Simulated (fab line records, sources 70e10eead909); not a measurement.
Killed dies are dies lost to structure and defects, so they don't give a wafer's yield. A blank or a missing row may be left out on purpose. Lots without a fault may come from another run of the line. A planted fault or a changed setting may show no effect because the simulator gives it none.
One fault seen from 2 desks | flow nand_harc | each desk has only its own numbers; what lay behind them comes last

THE DEFECT DESK
What the inspections along the route counted, lot by lot: means of the sampled wafers that have a number. A lot is out of limits, marked OUT, if its mean lies more than 4 standard deviations from the usual mean; the brackets give that distance.
Columns: A = raw_defect_count at NHARC_A_ZERO_WELL_INSPECT_17, usual 12
lot  | first seen here | A
L539 | day 7 00:42     | 3
L540 | day 7 05:49     | 7
L541 | day 7 18:33     | 12
L542 | day 7 19:38     | 15
L543 | day 7 20:28     | 11
L546 | day 8 19:25     | 12
L548 | day 9 04:34     | 21
L547 | day 9 05:59     | 14
L549 | day 9 18:11     | 14
L550 | day 9 19:46     | 17
L552 | day 10 17:14    | 5
L558 | day 12 01:14    | 17
L559 | day 12 01:55    | 6
L560 | day 12 06:53    | 8
This desk's finding: nothing out of limits on any of the 14 lots.

THE TOOL OWNER'S DESK: pecvd_onon-01
The tool's own readings at NHARC_A_ONON_D1_DEP_09 (target thk 1000 nm): means of the sampled wafers that have a number, for each lot that ran on this tool. A lot is out of limits, marked OUT, if its mean lies more than 4 standard deviations from the usual mean; the brackets give that distance.
Columns: A = n2_flow_sccm at NHARC_A_ONON_D1_DEP_09, usual 2750 sccm; B = n2o_flow_sccm at NHARC_A_ONON_D1_DEP_09, usual 2001 sccm
lot  | first seen here | A    | B
L539 | day 7 23:05     | 2752 | 2001
L540 | day 8 02:50     | 2759 | 1997
L542 | day 8 19:04     | 2747 | 2003
L546 | day 9 19:53     | 2748 | 1999
L547 | day 10 09:19    | 2747 | 2001
L560 | day 13 05:28    | 2747 | 1998
This desk's finding: nothing out of limits on any of the 6 lots.

PUT TOGETHER
The defect desk saw nothing out of limits.
The tool owner's desk saw nothing out of limits.

WHAT THE SIMULATOR HAD PUT IN
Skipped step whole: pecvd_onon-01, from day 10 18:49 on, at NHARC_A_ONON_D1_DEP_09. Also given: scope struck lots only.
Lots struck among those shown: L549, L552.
